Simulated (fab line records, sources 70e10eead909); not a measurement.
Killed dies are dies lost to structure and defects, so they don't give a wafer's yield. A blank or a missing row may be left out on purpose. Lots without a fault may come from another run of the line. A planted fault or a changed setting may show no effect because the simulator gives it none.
A struck lot beside a sound one | flow nand_harc | 15 steps out of a route of 1302
Sound: wafers L766.3, L766.5, L766.6. Struck: wafer L774.1. (L774.3, L774.4 of the same lot were not struck and are left out.) The cause comes at the end.
At each step with rows: each side's tool, then ch and its chambers, then its first start. Under that, the readings that differ: sound wafers | struck wafers | difference of the means | sigmas: that difference in standard deviations of wafers without a fault.
alike: readings whose means differ by less than 2 such deviations, and words and numbers that are the same on both sides. not compared: withheld readings, readings that some wafer has no value for, bounds like >300 that may hide the same value, and numbers for which the record gives no deviation and whose values overlap.
The two part at a step that has a row with sigmas, a row that says differs or no value, or rows on one side only. Numbers that don't overlap but have no deviation are shown without sigmas and don't part them. A reading that every wafer of one side lacks parts them only if that side has two wafers or more.

NHARC_A_CONTACT_INSPECT_10:
  sound on defect_inspect-02, day 26 11:05; struck on defect_inspect-01, day 30 00:26
  alike: raw_defect_count
NHARC_A_CONTACT_DESCUM_13: chemistry O2, time 3 s.
  sound on rie_diel-03 ch 0,2,3, day 26 11:10; struck on rie_diel-05 ch 2, day 30 00:30
  reading                     | sound                | struck | difference | sigmas
  drypump_motor_current_A (A) | 5.16 5.65 5.67       | 6.47   | +0.98      | +4
  throttle_valve_pct (%)      | 11.300 11.292 11.312 | 11.335 | +0.034     | +4
  alike: oes_product_au, rf_vpp_V, showerhead_plenum_p_Torr
  not compared: rf_hours_counter_h
then, 2 steps without rows for these wafers: NHARC_A_CONTACT_ETCH_88 (etches the open film in CF4, target depth 39 nm, time 65 s); NHARC_A_CONTACT_ETCH_89 (etches the open film in N2/H2, target depth 260 nm, time 475.3 s).
NHARC_A_CONTACT_ETCH_30: etches the open film in CF4/CHF3, target depth 72.6 nm, time 36.3 s.
  sound on rie_diel-03 ch 0,1,2; struck on rie_diel-05 ch 0
  alike: bias_w, chf3_flow_sccm, drypump_motor_current_A, oes_product_au, rf_vpp_V, showerhead_plenum_p_Torr, throttle_valve_pct
  not compared: rf_hours_counter_h
then, 5 steps without rows for these wafers: NHARC_A_CONTACT_ETCH_31 (etches the open film in O2/COS, target depth 2800 nm, time 728 s); NHARC_A_CONTACT_ETCH_134 (etches the open film in C4F8/O2/Ar, time 140 s, target depth 700 nm); NHARC_A_CONTACT_ETCH_135 (etches the open film in C4F8/O2/Ar, time 311 s, target depth 1912 nm); NHARC_A_CONTACT_ETCH_136 (etches the open film in C4F8/O2/Ar, time 311 s, target depth 1912 nm); NHARC_A_CONTACT_ETCH_137 (etches the open film in C4F8/O2/Ar, time 311 s, target depth 1912 nm).
NHARC_A_CONTACT_ETCH_138: etches the open film in C4F8/O2/Ar, time 311 s, target depth 1914 nm.
  sound on har_cap_etch-01 ch 0,1, day 26 13:35; struck on har_cap_etch-02 ch 1, day 30 02:38
  reading                | sound | struck | difference                   | sigmas
  rf_hours_counter_h (h) | - - - | 117    | no value on the sound wafers |
NHARC_A_CONTACT_ETCH_139: etches the open film in C4F8/O2/Ar, time 195 s, target depth 840 nm.
  sound on har_cap_etch-01 ch 0,1, day 26 13:52; struck on har_cap_etch-02 ch 1, day 30 02:55
  reading                | sound | struck | difference                   | sigmas
  rf_hours_counter_h (h) | - - - | 118    | no value on the sound wafers |
NHARC_A_CONTACT_ETCH_92: etches the open film in CH3F/O2, target depth 40 nm, time 85.7 s.
  sound on rie_diel-13 ch 0,1, day 26 14:17; struck on rie_diel-03 ch 2, day 30 03:28
  reading                         | sound             | struck | difference | sigmas
  oes_product_au (a.u.)           | 0.926 0.926 0.927 | 0.709  | -0.217     | -10
  rf_vpp_V (V)                    | 240.8 241.5 241.5 | 246.7  | +5.4       | +3
  showerhead_plenum_p_Torr (Torr) | 2.28 2.35 2.28    | 2.57   | +0.27      | +2
  alike: bias_w, drypump_motor_current_A, throttle_valve_pct
  not compared: rf_hours_counter_h
NHARC_A_CONTACT_ETCH_98: etches the open film in C4F6/O2, target depth 20 nm, time 10 s.
  sound on rie_diel-13 ch 2,3; struck on rie_diel-03 ch 3
  alike: bias_w, drypump_motor_current_A, oes_product_au, rf_vpp_V, showerhead_plenum_p_Torr, throttle_valve_pct
  not compared: rf_hours_counter_h
then, 1 step without rows for these wafers: NHARC_END_SORT_01.

WHERE THEY PART
First at NHARC_A_CONTACT_DESCUM_13; last, within this record, at NHARC_A_CONTACT_ETCH_92. Later steps at which nothing parts them and some readings are alike: NHARC_A_CONTACT_ETCH_98.

WHY: what the simulator had put in
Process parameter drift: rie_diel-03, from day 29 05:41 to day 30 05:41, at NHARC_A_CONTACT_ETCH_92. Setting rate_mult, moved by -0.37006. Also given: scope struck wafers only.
